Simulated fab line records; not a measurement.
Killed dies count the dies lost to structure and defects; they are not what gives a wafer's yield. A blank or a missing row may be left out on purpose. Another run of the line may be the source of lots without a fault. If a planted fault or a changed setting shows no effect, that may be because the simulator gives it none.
fab line records	flow n5_finfet
record: lots: 9	wafers: 25	last_day: 18
route steps=1938 shown BEOL_M2@884 BEOL_M4@1111 PASSIVATION@1936
lots with no fault: from the same line, run without faults
start_h: the number of hours between the record's first day and the start of the first shown wafer of the lot	wait_h: hours since the lot's step before	" as in the row above	L1.1+2: one row covering several wafers at once	- no value, or no start was given	* or withheld: withheld	< > ~ a bound
route shown NAME@n: names a module that has steps shown in the file, with the first one's number in the route	usual: mean and standard deviation over wafers with no fault	same: alike in all rows	chamber/n: place in a boat	sites: readings site by site	_std_site: standard deviation of those values	_edge_site: mean of outer sites minus mean of inner sites	radius_mm: how far each site lies from the wafer's centre	mask NAME#n: copy n	behind: tool/chamber where the wafer was last shaped	hold: cause of the lot's hold/its duration in hours/its outcome	device: the n, p or np transistor that did not switch	end of line: tests of these same wafers at the route's end	where a step has no rows: the recipe by itself	killed: count of dies lost to structure and defects at first sort (not the wafer's yield)	map: a wafer's dies, marking killed ones x, the rest . and places with no die _
set.NAME: the setting the step ran with; set.NAME@STEP: the setting that earlier step ran with	model.NAME: the simulator's own value behind a step, which no gauge read
a sample of lots followed through the steps of the route, with each step as a table and each wafer as a row
services: a tool's chamber out of use, with start hour (start_h, from the record's first day; less than 0 if before it), hours out, and reason
== steps ==
step: N5_BEOL_M2_ETCH_70
recipe: chemistry: N2/H2	target: SOC	target_depth_a: 800	overetch_a: 240	mask_material: SiARC	temp_c: 40	time_s: 130	ion_energy_ev: 200	pressure_mtorr: 30	source_w: 840	bias_w: 150	n2_flow_sccm: 200	h2_flow_sccm: 200
usual: drypump_motor_current_A: 5.6/0.42	oes_product_au: 0.59/0.058	rf_vpp_V: 524.4/2.2	showerhead_plenum_p_Torr: 2.56/0.078	throttle_valve_pct: 17.80/0.2
same: time_s: 130
lot.wafer	tool	chamber	start_h	wait_h	drypump_motor_current_A	oes_product_au	rf_hours_counter_h	rf_vpp_V	showerhead_plenum_p_Torr	throttle_valve_pct
L644.1	rie_diel-05	2	167.42	0.0	5.8	0.64	44	521.4	2.48	17.81
L644.2	"	3	"	"	6.3	0.50	241	525.9	2.63	18.08
L644.4	"	0	"	"	5.7	0.59	93	524.6	2.59	17.58
L646.2	rie_diel-01	0	174.82	0.0	5.4	0.64	63	523.5	2.56	17.57
L646.3	"	3	"	"	5.6	0.51	222	525.1	2.61	18.01
L646.6	"	1	"	"	6.1	0.61	-	524.4	2.55	17.71
L648.2	rie_diel-01	3	177.54	0.0	5.6	0.51	223	527.0	2.61	17.99
L648.4	"	2	"	"	4.9	0.67	27	525.5	2.60	17.60
L648.5	"	0	"	"	5.4	0.63	-	523.5	2.56	17.56
L651.4	rie_diel-06	1	189.66	0.0	6.2	0.52	216	520.3	2.40	17.94
L651.5	"	3	"	"	5.1	0.72	-	525.2	2.60	17.57
L651.6	"	2	"	"	5.3	0.63	-	527.9	2.69	17.64
L653.1	rie_diel-06	3	222.35	0.0	5.1	0.69	10	526.7	2.59	17.58
L653.5	"	0	"	"	5.3	0.54	-	524.3	2.55	18.15
L652.2	rie_diel-05	0	225.65	0.0	5.7	0.57	114	523.4	2.58	17.61
L652.4	"	1	"	"	5.9	0.64	53	521.3	2.46	17.83
L652.6	"	3	"	"	6.2	0.68	-	525.4	2.62	17.70
L654.1	rie_diel-01	3	228.84	0.0	5.6	0.50	240	526.7	2.61	18.03
L654.4	"	2	"	"	4.9	0.65	45	525.6	2.59	17.61
L654.6	"	0	"	"	5.4	0.62	-	525.6	2.55	17.62
L659.1	rie_diel-01	2	240.75	0.0	4.9	0.65	49	526.5	2.59	17.63
L659.3	"	0	"	"	5.4	0.61	85	523.6	2.55	17.61
L659.6	"	1	"	"	6.1	0.60	-	524.2	2.54	17.73
L664.4	rie_diel-06	3	293.84	0.0	5.1	0.65	-	524.1	2.58	17.61
L664.6	"	2	"	"	5.3	0.59	-	525.9	2.67	17.69
step: N5_BEOL_M2_VIA_ETCH_34
recipe: chemistry: C4F6/O2	target_depth_a: 694	mask_material: SOC	pressure_mtorr: 15	ion_energy_ev: 250	taper_deg: 4	time_s: 65.9	source_w: 350	bias_w: 170	Ar_flow_sccm: 300	C4F6_flow_sccm: 10	O2_flow_sccm: 10
usual: drypump_motor_current_A: 5.6/0.42	oes_product_au: 0.81/0.084	rf_vpp_V: 666/13	showerhead_plenum_p_Torr: 2.85/0.078	throttle_valve_pct: 30.75/0.22
same: time_s: 65.9
lot.wafer	tool	chamber	start_h	wait_h	drypump_motor_current_A	oes_product_au	rf_hours_counter_h	rf_vpp_V	showerhead_plenum_p_Torr	throttle_valve_pct
L644.1	rie_diel-05	2	167.52	0.0	5.8	0.89	44	677	2.76	30.77
L644.2	"	3	"	"	6.2	0.68	241	657	2.91	30.80
L644.4	"	0	"	"	5.8	0.81	93	652	2.88	30.59
L646.2	rie_diel-01	0	174.92	0.0	5.4	0.86	63	648	2.86	30.43
L646.3	"	3	"	"	5.6	0.70	222	673	2.92	30.96
L646.6	"	1	"	"	6.1	0.84	-	661	2.88	30.99
L648.2	rie_diel-01	3	177.64	0.0	5.6	0.69	223	673	2.92	30.95
L648.4	"	2	"	"	4.9	0.94	27	687	2.90	30.56
L648.5	"	0	"	"	5.4	0.86	-	650	2.86	30.42
L651.4	rie_diel-06	1	189.77	0.0	6.1	0.69	216	652	2.71	30.91
L651.5	"	3	"	"	5.1	0.97	-	682	2.92	30.97
L651.6	"	2	"	"	5.3	0.85	-	676	2.97	30.41
L653.1	rie_diel-06	3	222.46	0.0	5.1	0.94	10	685	2.92	30.98
L653.5	"	0	"	"	5.3	0.74	-	662	2.82	30.96
L652.2	rie_diel-05	0	225.75	0.0	5.8	0.79	114	653	2.87	30.59
L652.4	"	1	"	"	5.9	0.88	53	680	2.74	30.79
L652.6	"	3	"	"	6.3	0.94	-	656	2.91	30.76
L654.1	rie_diel-01	3	228.95	0.0	5.6	0.68	240	673	2.92	30.97
L654.4	"	2	"	"	4.9	0.91	45	687	2.89	30.59
L654.6	"	0	"	"	5.4	0.84	-	648	2.85	30.46
L659.1	rie_diel-01	2	240.86	0.0	4.9	0.89	49	686	2.89	30.60
L659.3	"	0	"	"	5.5	0.83	85	647	2.85	30.45
L659.6	"	1	"	"	6.1	0.82	-	662	2.87	31.00
L664.4	rie_diel-06	3	293.93	0.0	5.1	0.88	-	683	2.91	30.99
L664.6	"	2	"	"	5.3	0.82	-	677	2.96	30.43
step: N5_BEOL_M2_OCD_MEAS_38
usual: trench_depth_nm: 55.7/0.85
lot.wafer	tool	chamber	start_h	wait_h	trench_depth_nm
L644.1	ocd-02	-	167.78	-	56.3
L644.2	"	-	"	"	55.0
L644.4	"	-	"	"	55.6
L646.2	ocd-01	-	175.18	-	56.0
L646.3	"	-	"	"	55.4
L646.6	"	-	"	"	56.1
L648.2	ocd-02	-	177.90	-	56.2
L648.4	"	-	"	"	56.5
L648.5	"	-	"	"	56.0
L651.4	ocd-01	-	190.03	-	53.5
L651.5	"	-	"	"	55.5
L651.6	"	-	"	"	55.5
L653.1	ocd-01	-	222.71	-	54.9
L653.5	"	-	"	"	55.1
L652.2	ocd-01	-	226.01	-	56.0
L652.4	"	-	"	"	56.2
L652.6	"	-	"	"	56.6
L654.1	ocd-02	-	229.20	-	54.5
L654.4	"	-	"	"	56.9
L654.6	"	-	"	"	55.6
L659.1	ocd-02	-	241.11	-	56.9
L659.3	"	-	"	"	56.3
L659.6	"	-	"	"	55.2
L664.4	ocd-02	-	294.16	-	56.0
L664.6	"	-	"	"	55.5
step: N5_BEOL_M2_ALD_84
recipe: material: TaN	target_thk_a: *	temp_c: 275	ald_precursor_family: PDMAT	ald_co_reactant: NH3	pressure_torr: 3	carrier_flow_sccm: 1500	pulse_time_s: 2	purge_time_s: 3	co_reactant_purge_time_s: 2	co_reactant_pulse_time_s: 3	ald_cycles: 30	precursor_vessel_temp_c: 75	precursor_vessel_pressure_torr: 26.25	precursor_vessel_carrier_sccm: 1000
usual: ald_cycles: 30/0	chamber_pressure_Torr: 3.000/0.0072	heater_power_w: 423/39	precursor_vessel_carrier_sccm: 1000/3.1
lot.wafer	tool	chamber	start_h	wait_h	ald_cycles	chamber_pressure_Torr	heater_power_w	precursor_vessel_carrier_sccm
L644.1	ald_metal-04	1	168.50	0.0	30	3.003	452	998
L644.2	"	3	"	"	30	2.991	395	1003
L644.4	"	0	"	"	30	2.998	442	1000
L646.2	ald_metal-01	3	175.68	0.0	30	2.994	401	1001
L646.3	"	2	"	"	30	2.986	372	996
L646.6	"	3	"	"	30	2.999	405	1000
L648.2	ald_metal-01	0	178.62	0.0	30	3.020	371	1001
L648.4	"	1	"	"	30	2.993	417	998
L648.5	"	2	"	"	30	2.990	374	999
L651.4	ald_metal-03	0	190.40	0.0	30	3.003	395	1006
L651.5	"	2	"	"	30	2.997	390	1001
L651.6	"	3	"	"	30	3.003	488	1003
L653.1	ald_metal-04	0	223.41	0.1	30	3.000	437	1003
L653.5	"	0	"	"	30	3.003	434	1001
L652.2	ald_metal-03	0	227.18	0.1	30	3.009	394	998
L652.4	"	3	"	"	30	2.999	508	997
L652.6	"	1	"	"	30	2.994	452	1000
L654.1	ald_metal-03	2	229.68	0.0	12	2.991	380	998
L654.4	"	1	"	"	30	2.994	445	996
L654.6	"	1	"	"	30	2.994	434	1000
L659.1	ald_metal-03	3	241.56	0.1	12	2.999	496	1004
L659.3	"	0	"	"	12	3.000	383	1000
L659.6	"	0	"	"	30	3.002	386	1003
L664.4	ald_metal-04	2	295.58	0.3	30	2.999	467	997
L664.6	"	0	"	"	30	2.994	440	998
step: N5_BEOL_M4_RC_MEAS_101
usual: COMB_M2: 5.4e-11/1.1e-11	COMB_M2_max_site: 7.8e-11/1.9e-11	DIBL_N: 36.0/1.7	DIBL_P: 36.2/2.3	IOFF_N: 0.16/0.03	IOFF_P: 0.21/0.036	ION_N: 679/11	ION_P: 465/7.1	SS_N: 71.4/0.58	SS_P: 73.3/0.75	VT_N: 249/3.1	VT_P: -251/3.5
lot.wafer	tool	chamber	start_h	wait_h	COMB_M2[S/m]	COMB_M2_max_site[S/m]	DIBL_N[mV/V]	DIBL_P[mV/V]	IOFF_N[nA/um]	IOFF_P[nA/um]	ION_N[uA/um]	ION_P[uA/um]	SS_N[mV/dec]	SS_P[mV/dec]	VT_N[mV]	VT_P[mV]
L644.1	prober-01	0	195.63	0.0	4.2e-11	6.2e-11	35.6	34.1	0.13	0.19	674	466	70.8	73.0	251	-250
L644.2	"	0	"	"	4.6e-11	6.7e-11	35.3	33.5	0.13	0.18	663	456	70.8	74.0	251	-252
L644.4	"	0	"	"	4.4e-11	5.3e-11	34.7	32.8	0.12	0.17	664	458	70.5	72.7	250	-253
L646.2	prober-01	0	206.58	0.2	7.1e-11	9.5e-11	34.5	36.6	0.17	0.26	682	477	70.6	72.9	245	-245
L646.3	"	0	"	"	4.1e-11	6.5e-11	35.3	36.7	0.18	0.25	685	473	71.1	72.7	245	-245
L646.6	"	0	"	"	5e-11	7.1e-11	32.5	32.8	0.12	0.18	666	460	70.1	71.6	253	-249
L648.2	prober-02	0	207.27	0.5	6.8e-11	1.25e-10	36.0	36.1	0.16	0.22	680	466	71.1	73.6	250	-249
L648.4	"	0	"	"	5.4e-11	6.8e-11	36.5	37.2	0.17	0.23	685	469	71.6	73.7	247	-246
L648.5	"	0	"	"	4.9e-11	5.8e-11	37.4	38.2	0.18	0.25	682	469	72.0	74.6	248	-248
L651.4	prober-01	0	230.55	0.5	4.7e-11	7.4e-11	35.2	36.6	0.13	0.20	650	455	71.3	74.1	254	-251
L651.5	"	0	"	"	5e-11	5.8e-11	36.2	37.4	0.15	0.22	667	455	71.1	72.5	251	-250
L651.6	"	0	"	"	4.6e-11	7.6e-11	35.6	35.9	0.14	0.18	665	458	71.6	73.0	254	-254
L653.1	prober-01	0	250.71	0.0	4.9e-11	7.6e-11	33.8	34.2	0.14	0.20	687	469	71.0	72.1	248	-251
L653.5	"	0	"	"	5.3e-11	7.8e-11	33.5	33.8	0.14	0.19	684	473	70.9	73.0	249	-251
L652.2	prober-02	0	251.29	0.2	4.7e-11	7.2e-11	36.8	38.0	0.16	0.26	673	465	72.1	73.9	251	-247
L652.4	"	0	"	"	3.9e-11	6.1e-11	38.4	40.1	0.21	0.29	687	475	72.0	74.0	247	-244
L652.6	"	0	"	"	5.1e-11	8.1e-11	36.1	37.2	0.16	0.24	685	473	70.6	72.9	247	-249
L654.1	prober-01	0	251.64	0.2	1.266e-09	1.893e-09	35.9	35.8	0.15	0.22	681	470	71.1	73.0	249	-252
L654.4	"	0	"	"	8.1e-11	9.1e-11	36.5	36.3	0.14	0.21	679	469	71.9	73.3	252	-250
L654.6	"	0	"	"	4.4e-11	6.3e-11	36.0	35.3	0.14	0.21	677	469	71.3	73.0	253	-247
L659.1	prober-01	0	267.34	0.0	9.23e-10	1.423e-09	36.2	35.9	0.15	0.17	675	463	70.9	73.1	249	-255
L659.6	"	0	"	"	4.3e-11	5.5e-11	34.0	33.6	0.11	0.15	664	462	70.4	71.6	254	-254
L664.4	prober-02	0	321.31	0.5	5.3e-11	6.7e-11	40.8	43.6	0.28	0.32	701	481	72.3	74.5	241	-247
L664.6	"	0	"	"	4.1e-11	5.2e-11	36.5	37.9	0.16	0.22	672	462	72.2	72.9	253	-250
sites COMB_M2 radius_mm=0,75,75,75,75,140,140,140,140
L644.1 4e-11 4.8e-11 4.1e-11 5.8e-11 6.2e-11 3.3e-11 3.3e-11 4.2e-11 5.5e-11
L646.2 4.5e-11 6.3e-11 9.2e-11 5.4e-11 8.5e-11 5.2e-11 9.5e-11 7.1e-11 7.1e-11
L648.2 7.7e-11 4.8e-11 5.1e-11 5.6e-11 8.3e-11 1.25e-10 6.8e-11 6.9e-11 3.9e-11
L651.4 4.7e-11 6.3e-11 5.3e-11 3.7e-11 4.2e-11 4.9e-11 3.5e-11 4.7e-11 7.4e-11
L653.1 4.5e-11 4e-11 4.9e-11 6e-11 3.5e-11 7.6e-11 4.3e-11 6.9e-11 6.7e-11
L652.2 7.2e-11 4.1e-11 5e-11 3.8e-11 5.3e-11 4.3e-11 4.7e-11 4.7e-11 4.6e-11
L654.1 1.067e-09 1.266e-09 1.28e-09 1.209e-09 1.134e-09 1.738e-09 1.893e-09 1.631e-09 1.104e-09
L659.1 9.35e-10 9.23e-10 1.083e-09 8.77e-10 1.097e-09 6.24e-10 6.67e-10 6.7e-10 1.423e-09
L664.4 3.7e-11 4.8e-11 6.7e-11 6.2e-11 5.3e-11 6.2e-11 4.7e-11 3.7e-11 6.7e-11
step: N5_PASSIVATION_PROBE_49
usual: defect_limited_yield: 91.3/1.5	killed_at_M0_to_M3: 31/11	killed_at_M4_up: 14/5.1	killed_at_contacts: 12/5.6	killed_at_front_end: 42/12	killed_at_other: 3.8/2.9	killed_dies: 103/18	killed_on_rim: 14/4.5	killed_open: 67/14	killed_short: 33/8	sort_bin_4_leakage: 0.00/0.0073	sort_bin_5_function: 5.1/1	sort_bin_6_memory: 3.2/0.75	sort_n_pass: 1077/18	sort_yield_pct: 91.3/1.5
same: gross_dies: 1180	killed_at_back_side: 0	sort_bin_8_speed[%]: 0
lot.wafer	tool	chamber	start_h	wait_h	defect_limited_yield[%]	killed_at_M0_to_M3	killed_at_M4_up	killed_at_contacts	killed_at_front_end	killed_at_other	killed_dies	killed_on_rim	killed_open	killed_short	sort_bin_4_leakage[%]	sort_bin_5_function[%]	sort_bin_6_memory[%]	sort_n_pass	sort_yield_pct[%]
L644.1	prober-01	-	306.22	0.0	92.6	26	12	7	34	8	87	13	53	33	0	4.7	2.5	1093	92.6
L644.2	prober-01	-	306.27	0.1	90.7	34	10	5	55	6	110	19	73	33	0	5.8	3.3	1070	90.7
L644.4	prober-01	-	306.37	0.2	88.0	28	8	20	81	5	142	25	82	48	0	6.5	4.3	1038	88.0
L646.2	prober-02	-	314.68	0.1	89.7	33	19	10	57	2	121	19	80	37	0	5.5	4.2	1059	89.7
L646.3	prober-02	-	314.73	0.2	90.7	20	13	16	60	1	110	15	73	34	0	4.9	4.0	1070	90.7
L646.6	prober-02	-	314.88	0.3	89.8	47	20	5	47	1	120	18	69	50	0	5.9	3.9	1060	89.8
L648.2	prober-01	-	331.52	0.1	90.0	37	21	14	40	6	118	13	87	31	0	4.8	5.0	1062	90.0
L648.4	prober-01	-	331.62	0.2	92.3	22	12	13	43	1	91	8	68	23	0	4.7	2.8	1089	92.3
L648.5	prober-01	-	331.67	0.2	92.7	31	18	3	33	1	86	20	52	34	0	4.8	2.2	1094	92.7
L651.4	prober-02	-	349.86	2.6	93.5	8	12	7	44	6	77	10	45	31	0	3.7	2.7	1103	93.5
L651.5	prober-02	-	349.91	2.6	92.2	14	21	4	41	12	92	14	58	30	0	4.2	3.1	1088	92.2
L651.6	prober-02	-	349.96	2.7	93.1	13	14	9	42	3	81	6	50	30	0	3.7	2.9	1099	93.1
L654.1	prober-01	-	364.25	0.0	44.1	568	16	20	54	2	660	82	72	45	45.76	5.2	4.3	520	44.1
L654.4	prober-01	-	364.40	0.2	91.9	18	21	16	40	1	96	13	62	33	0	4.7	3.0	1084	91.9
L654.6	prober-01	-	364.50	0.3	91.8	24	13	10	47	3	97	14	60	35	0	4.8	3.1	1083	91.8
L653.1	prober-01	-	364.64	0.0	92.4	26	9	13	36	6	90	11	53	31	0	4.3	2.7	1090	92.4
L653.5	prober-01	-	364.84	0.2	91.7	26	14	16	34	8	98	13	57	37	0	4.8	2.9	1082	91.7
L652.2	prober-02	-	367.96	0.1	91.2	23	11	14	54	2	104	18	73	30	0	4.3	4.0	1076	91.2
L652.4	prober-02	-	368.06	0.2	91.4	19	13	15	55	0	102	12	67	29	0	4.7	3.1	1078	91.4
L652.6	prober-02	-	368.16	0.3	91.9	42	10	7	34	2	95	12	76	19	0	5.2	2.7	1085	91.9
L659.1	prober-02	-	380.43	0.0	46.8	562	10	7	44	5	628	90	55	29	46.10	3.7	3.1	552	46.8
L659.3	prober-02	-	380.53	0.1	42.0	639	12	3	25	5	684	74	54	33	50.51	5.0	1.9	496	42.0
L659.6	prober-02	-	380.68	0.3	90.8	40	13	12	41	2	108	19	68	39	0	4.2	4.4	1072	90.8
L664.4	prober-01	-	422.65	0.2	91.6	31	13	13	39	3	99	14	75	22	0.08	4.8	3.5	1080	91.5
L664.6	prober-01	-	422.75	0.3	92.8	40	12	10	20	3	85	13	62	22	0	4.1	2.6	1095	92.8
killed by level:class
L644.1 STI_FIN_REVEAL:geometric_particle:open=13 BEOL_M3:geometric_particle:short=9 FIN_SAQP:geometric_particle:open=8 BEOL_M5:geometric_particle:open=6 MOL_CONTACT_COAG:geometric_particle:open=5 BEOL_M0_SAQP:geometric_particle:open=5 BEOL_M0_SAQP:geometric_particle:short=4 BEOL_M2:geometric_particle:open=4
L644.2 FIN_SAQP:geometric_particle:open=21 STI_FIN_REVEAL:geometric_particle:open=10 FIN_SAQP:geometric_particle:short=9 BEOL_M0_SAQP:geometric_particle:short=8 BEOL_M2:geometric_particle:open=7 BEOL_M4:geometric_particle:open=7 BEOL_M3:geometric_particle:open=6 STARTING-WAFER:geometric_particle:short=5
L644.4 STI_FIN_REVEAL:geometric_particle:open=21 MOL_CONTACT_COAG:geometric_particle:open=16 FIN_SAQP:geometric_particle:short=13 BEOL_M2:geometric_particle:open=9 HKMG_FIN:area_etch=8 FIN_SAQP:geometric_particle:open=6 STI_FIN_REVEAL:geometric_particle:short=6 BEOL_M0_SAQP:geometric_particle:short=6
L646.2 STI_FIN_REVEAL:geometric_particle:open=26 BEOL_M0_SAQP:geometric_particle:open=14 MOL_CONTACT_COAG:geometric_particle:open=10 FIN_SAQP:geometric_particle:short=9 BEOL_M0_SAQP:geometric_particle:short=5 BEOL_M1:geometric_particle:open=5 GATE_CUT:geometric_particle:short=4 BEOL_M5:geometric_particle:open=4
L646.3 STI_FIN_REVEAL:geometric_particle:open=16 MOL_CONTACT_COAG:geometric_particle:open=16 FIN_SAQP:geometric_particle:short=10 FIN_SAQP:geometric_particle:open=9 BEOL_M0_SAQP:geometric_particle:open=6 BEOL_M4:geometric_particle:open=6 BEOL_M1:geometric_particle:open=5 BEOL_M0_SAQP:geometric_particle:short=5
L646.6 BEOL_M0_SAQP:geometric_particle:short=15 BEOL_M0_SAQP:geometric_particle:open=14 FIN_SAQP:geometric_particle:short=9 GATE_CUT:geometric_particle:short=9 BEOL_M4:geometric_particle:open=9 BEOL_M1:geometric_particle:open=8 STI_FIN_REVEAL:geometric_particle:open=8 FIN_SAQP:geometric_particle:open=7
L648.2 MOL_CONTACT_COAG:geometric_particle:open=12 STI_FIN_REVEAL:geometric_particle:open=11 BEOL_M4:geometric_particle:open=11 BEOL_M3:geometric_particle:open=8 FIN_SAQP:geometric_particle:open=5 FIN_SAQP:geometric_particle:short=5 BEOL_M0_SAQP:geometric_particle:short=5 BEOL_M0_SAQP:geometric_particle:open=5
L648.4 STI_FIN_REVEAL:geometric_particle:open=21 MOL_CONTACT_COAG:geometric_particle:open=12 BEOL_M4:geometric_particle:open=5 FIN_SAQP:geometric_particle:open=4 GATE_CUT:geometric_particle:short=4 BEOL_M0_SAQP:geometric_particle:open=4 BEOL_M0_SAQP:geometric_particle:short=4 BEOL_M1:geometric_particle:open=4
L648.5 FIN_SAQP:geometric_particle:short=11 BEOL_M4:geometric_particle:open=11 BEOL_M0_SAQP:geometric_particle:short=8 BEOL_M0_SAQP:geometric_particle:open=7 BEOL_M2:geometric_particle:open=6 FIN_SAQP:geometric_particle:open=4 DUMMY_GATE:geometric_particle:open=4 GATE_CUT:geometric_particle:open=3
L651.4 FIN_SAQP:geometric_particle:open=8 FIN_SAQP:geometric_particle:short=6 STI_FIN_REVEAL:geometric_particle:open=6 GATE_CUT:geometric_particle:short=6 MOL_CONTACT_COAG:geometric_particle:open=6 DUMMY_GATE:geometric_particle:short=4 DUMMY_GATE:geometric_particle:open=4 BEOL_M5:geometric_particle:open=4
L651.5 FIN_SAQP:geometric_particle:open=8 DUMMY_GATE:geometric_particle:open=8 FIN_SAQP:geometric_particle:short=7 BEOL_M4:geometric_particle:open=7 BEOL_M5:geometric_particle:open=6 PAD_METAL:geometric_particle:short=4 GATE_CUT:geometric_particle:short=3 BEOL_M0_SAQP:geometric_particle:open=3
L651.6 FIN_SAQP:geometric_particle:open=11 FIN_SAQP:geometric_particle:short=9 MOL_CONTACT_COAG:geometric_particle:open=8 DUMMY_GATE:geometric_particle:open=4 BEOL_M1:geometric_particle:open=4 BEOL_M4:geometric_particle:open=4 STI_FIN_REVEAL:geometric_particle:open=3 GATE_CUT:geometric_particle:short=3
L654.1 M2:area_ald=540 MOL_CONTACT_COAG:geometric_particle:open=18 STI_FIN_REVEAL:geometric_particle:open=12 GATE_CUT:geometric_particle:open=11 GATE_CUT:geometric_particle:short=8 BEOL_M0_SAQP:geometric_particle:short=7 BEOL_M2:geometric_particle:short=7 FIN_SAQP:geometric_particle:short=6
L654.4 FIN_SAQP:geometric_particle:open=14 MOL_CONTACT_COAG:geometric_particle:open=14 FIN_SAQP:geometric_particle:short=6 GATE_CUT:geometric_particle:short=6 BEOL_M4:geometric_particle:open=5 BEOL_M1:geometric_particle:open=4 BEOL_M2:geometric_particle:short=4 BEOL_M7:geometric_particle:open=4
L654.6 STI_FIN_REVEAL:geometric_particle:open=17 MOL_CONTACT_COAG:geometric_particle:open=7 FIN_SAQP:geometric_particle:open=5 BEOL_M1:geometric_particle:short=5 FIN_SAQP:geometric_particle:short=4 BEOL_M3:geometric_particle:open=4 BEOL_M4:geometric_particle:open=4 STI_FIN_REVEAL:geometric_particle:short=3
L653.1 MOL_CONTACT_COAG:geometric_particle:open=9 FIN_SAQP:geometric_particle:short=6 BEOL_M3:geometric_particle:open=6 GATE_CUT:geometric_particle:short=5 STI_FIN_REVEAL:geometric_particle:open=5 BEOL_M0_SAQP:geometric_particle:open=5 BEOL_M2:geometric_particle:open=5 MOL_CONTACT_COAG:geometric_particle:short=4
L653.5 MOL_CONTACT_COAG:geometric_particle:open=12 FIN_SAQP:geometric_particle:open=7 BEOL_M3:geometric_particle:open=7 DUMMY_GATE:geometric_particle:open=6 BEOL_M0_SAQP:geometric_particle:open=6 BEOL_M2:geometric_particle:short=6 FIN_SAQP:geometric_particle:short=5 BEOL_M4:geometric_particle:open=5
L652.2 FIN_SAQP:geometric_particle:open=22 MOL_CONTACT_COAG:geometric_particle:open=10 FIN_SAQP:geometric_particle:short=8 DUMMY_GATE:geometric_particle:open=7 STARTING-WAFER:geometric_particle:open=5 BEOL_M0_SAQP:geometric_particle:open=4 MOL_CONTACT_COAG:geometric_particle:short=4 BEOL_M0_SAQP:geometric_particle:short=4
L652.4 FIN_SAQP:geometric_particle:open=13 MOL_CONTACT_COAG:geometric_particle:open=11 BEOL_M1:geometric_particle:open=8 DUMMY_GATE:geometric_particle:open=7 STARTING-WAFER:geometric_particle:short=6 HKMG_FIN:area_etch=6 FIN_SAQP:geometric_particle:short=4 GATE_CUT:geometric_particle:short=4
L652.6 BEOL_M0:geometric_particle:open=10 FIN_SAQP:geometric_particle:open=9 BEOL_M0_SAQP:geometric_particle:open=9 FIN_SAQP:geometric_particle:short=8 DUMMY_GATE:geometric_particle:open=7 BEOL_M0_SAQP:geometric_particle:short=7 MOL_CONTACT_COAG:geometric_particle:open=6 BEOL_M3:geometric_particle:open=6
L659.1 M2:area_ald=544 FIN_SAQP:geometric_particle:open=12 STI_FIN_REVEAL:geometric_particle:open=12 FIN_SAQP:geometric_particle:short=11 MOL_CONTACT_COAG:geometric_particle:open=5 BEOL_M0_SAQP:geometric_particle:short=4 BEOL_M1:geometric_particle:open=4 DUMMY_GATE:geometric_particle:open=3
L659.3 M2:area_ald=596 BEOL_M3:geometric_particle:open=10 BEOL_M0_SAQP:geometric_particle:short=8 BEOL_M1:geometric_particle:open=7 FIN_SAQP:geometric_particle:short=6 BEOL_M2:geometric_particle:open=6 BEOL_M0_SAQP:geometric_particle:open=5 FIN_SAQP:geometric_particle:open=4
L659.6 FIN_SAQP:geometric_particle:open=18 BEOL_M3:geometric_particle:open=10 MOL_CONTACT_COAG:geometric_particle:open=8 FIN_SAQP:geometric_particle:short=7 BEOL_M2:geometric_particle:open=5 STI_FIN_REVEAL:geometric_particle:open=4 DUMMY_GATE:geometric_particle:open=4 BEOL_M0:geometric_particle:open=4
L664.4 FIN_SAQP:geometric_particle:open=15 MOL_CONTACT_COAG:geometric_particle:open=11 STI_FIN_REVEAL:geometric_particle:open=7 BEOL_M2:geometric_particle:open=6 BEOL_M0:geometric_particle:open=6 BEOL_M1:geometric_particle:open=6 FIN_SAQP:geometric_particle:short=5 BEOL_M3:geometric_particle:open=4
L664.6 MOL_CONTACT_COAG:geometric_particle:open=9 BEOL_M1:geometric_particle:open=9 BEOL_M0_SAQP:geometric_particle:short=7 BEOL_M0_SAQP:geometric_particle:open=7 BEOL_M3:geometric_particle:open=7 BEOL_M4:geometric_particle:open=5 FIN_SAQP:geometric_particle:open=4 BEOL_M3:geometric_particle:short=4
== services ==
tool	chamber	start_h	hours	kind
ald_metal-01	2	146.20	3.4	repair
rie_diel-06	3	166.60	-	clean
rie_diel-06	3	166.60	-	consumable_replace:focus_ring
rie_diel-05	3	194.37	-	clean
rie_diel-05	3	194.37	-	consumable_replace:focus_ring
rie_diel-05	3	194.37	13.7	scheduled_down
rie_diel-05	3	194.37	13.7	vent_cycle
ald_metal-04	-	198.45	2.6	repair
rie_diel-06	3	225.92	16.6	repair
rie_diel-01	3	263.49	2.6	repair
rie_diel-01	3	266.36	-	clean
rie_diel-01	3	266.36	-	consumable_replace:focus_ring
rie_diel-01	3	266.36	24.7	scheduled_down
rie_diel-01	3	266.36	24.7	vent_cycle
ald_metal-01	-	269.73	2.7	repair
rie_diel-06	1	287.58	-	clean
rie_diel-06	1	287.58	-	consumable_replace:focus_ring
rie_diel-06	1	287.58	-	consumable_replace:showerhead
rie_diel-06	1	287.58	19.8	scheduled_down
rie_diel-06	1	287.58	19.8	vent_cycle
rie_diel-05	-	290.15	2.6	repair
== key ==
first_sign: step: N5_BEOL_M2_ALD_84	reading: ald_cycles	direction: down	sigmas: 99+	usual: *	struck: *
effect: step: N5_BEOL_M4_RC_MEAS_101	reading: COMB_M2	direction: up	sigmas: 92	usual: 5.4e-11	struck: 1.094e-09
effect: step: N5_BEOL_M4_RC_MEAS_101	reading: COMB_M2_max_site	direction: up	sigmas: 84	usual: 7.8e-11	struck: 1.658e-09
effect: step: N5_PASSIVATION_PROBE_49	reading: sort_bin_4_leakage	direction: up	sigmas: 99+	usual: 0.00	struck: 47.46
more_kills_born_at: N5_BEOL_M2_ALD_84@ald_metal-03: 1680
met_at N5_BEOL_M2_ALD_84
struck_lots L654,L659
struck_wafers L654.1,L659.1,L659.3
later_rows_left_out L659.3
not_acting_at N5_BEOL_M2_ETCH_70,N5_BEOL_M2_VIA_ETCH_34,N5_BEOL_M2_OCD_MEAS_38
onset_between 227.18 229.68
fault: kind: process_parameter_drift	tool: ald_metal-03	chamber: -	onset_h: 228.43	steps: N5_BEOL_M2_ALD_84	channel: ald_cycles	offset: *	shape: step	end_h: 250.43	scope: struck_wafers_only	acts_in: *	stated: *
later_rows_left_out: the simulator's readings of these wafers behind a module that went badly wrong aren't trusted and aren't shown, but for the sort
